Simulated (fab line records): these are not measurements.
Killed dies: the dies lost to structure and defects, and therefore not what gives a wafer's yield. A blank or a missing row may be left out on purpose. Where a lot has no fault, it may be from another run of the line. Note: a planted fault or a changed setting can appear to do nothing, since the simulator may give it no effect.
What tool caused it? ; flow nandHarc ; 36 wafers from 12 lots sampled at 5 of the route's 1302 steps

== WHAT EACH GAUGE READ, for each wafer ==
NHARC_P_CONTACT_CD_MEAS_19.
lot;measured;on;cdNm (nm)
L075;day 6 14:17;cdSem-02;89.1 90.7 89.9
L077;day 7 10:48;cdSem-02;90.6 91.2 93.1
L079;day 7 22:22;cdSem-02;89.4 92.5 92.5
L081;day 9 01:39;cdSem-03;91.3 90.4 90.5
L083;day 10 00:00;cdSem-01;87.1 88.8 89.6
L085;day 10 16:20;cdSem-03;90.3 90.2 89.9
L087;day 11 18:02;cdSem-03;87.5 90.6 91.2
L089;day 12 11:49;cdSem-03;91.8 88.0 89.7
L091;day 13 07:38;cdSem-03;89.0 88.9 88.8
L093;day 14 00:20;cdSem-02;89.8 87.2 87.9
L095;day 14 21:59;cdSem-01;85.1 89.1 88.6
L097;day 15 12:31;cdSem-03;89.7 90.4 88.4

== EACH LOT AND THE TOOL THAT RAN IT (in order: tool; ch and the chambers of the sampled wafers; start) ==
lot;NHARC_P_ZERO_WELL_DESCUM_26;NHARC_P_STI_ETCH_15;NHARC_P_GATE_HM_DEP_102;NHARC_P_GATE_RTA_80
L075;rieDiel-02 ch 1,2, day 2 08:30;rieSi-04 ch 1,2,3, day 3 09:38;aclDep-01 ch 0, day 5 15:32;rtpAnneal-02 ch 0, day 6 11:07
L077;rieDiel-03 ch 1,2, day 3 04:45;rieSi-04 ch 0,2, day 4 03:29;aclDep-03 ch 0, day 6 12:28;rtpAnneal-01 ch 0, day 7 07:35
L079;rieDiel-06 ch 0,1,3, day 4 00:34;rieSi-01 ch 0,1,2, day 4 21:54;aclDep-03 ch 0, day 6 22:05;rtpAnneal-01 ch 0, day 7 19:03
L081;rieDiel-06 ch 0,1,3, day 4 20:46;rieSi-06 ch 1,2,3, day 5 17:52;aclDep-03 ch 0, day 7 22:58;rtpAnneal-02 ch 0, day 8 22:20
L083;rieDiel-02 ch 0,1,2, day 5 16:51;rieSi-06 ch 1,2,3, day 6 13:50;aclDep-02 ch 0, day 9 01:29;rtpAnneal-02 ch 0, day 9 20:31
L085;rieDiel-02 ch 0,1,2, day 6 12:37;rieSi-04 ch 0,1,3, day 7 12:06;aclDep-03 ch 0, day 9 17:05;rtpAnneal-01 ch 0, day 10 12:34
L087;rieDiel-03 ch 0,2, day 7 08:31;rieSi-06 ch 0,2, day 8 06:55;aclDep-03 ch 0, day 10 16:59;rtpAnneal-02 ch 0, day 11 14:29
L089;rieDiel-02 ch 2,3, day 8 04:40;rieSi-06 ch 0,2, day 9 03:18;aclDep-01 ch 0, day 11 06:40;rtpAnneal-01 ch 0, day 12 08:28
L091;rieDiel-06 ch 0,2,3, day 9 00:40;rieSi-01 ch 0,1,2, day 9 17:43;aclDep-02 ch 0, day 12 07:10;rtpAnneal-01 ch 0, day 13 04:19
L093;rieDiel-06 ch 2,3, day 9 20:49;rieSi-01 ch 0,1, day 10 23:41;aclDep-02 ch 0, day 13 01:50;rtpAnneal-02 ch 0, day 13 20:49
L095;rieDiel-02 ch 1,2, day 10 16:40;rieSi-04 ch 1,2, day 11 13:03;aclDep-02 ch 0, day 13 22:03;rtpAnneal-01 ch 0, day 14 18:42
L097;rieDiel-03 ch 0,2, day 11 12:44;rieSi-01 ch 0,1,3, day 12 09:26;aclDep-02 ch 0, day 14 14:05;rtpAnneal-02 ch 0, day 15 09:11
- NHARC_P_ZERO_WELL_DESCUM_26: chemistry O2, time 3 s.
- NHARC_P_STI_ETCH_15: etches the open film in HBr/Cl2, target depth 300 nm, time 100.1 s.
- NHARC_P_GATE_HM_DEP_102: deposits aC, target thk 120 nm.
- NHARC_P_GATE_RTA_80: time 30 s.

== THE ANSWER, worked out from the rows above alone ==
Rule: the usual values come from the lots themselves. The widest of any qualifying gaps counts: lots, ordered by their means at a reading, are off when they make up no more than a third of the lots, leave a main group of 4 or more, and stand apart from it by 3 or more times the standard deviation of that group's means. Not used: any main group whose means are identical at the precision the tables above print for the reading. A lot without any number at a reading at which 4 lots or more have one is off too. Any other lot the step has rows for is counted as sound.
No lot is off at any reading shown: from this, nothing can be told.

== WHAT THE SIMULATOR HAD PUT IN ==
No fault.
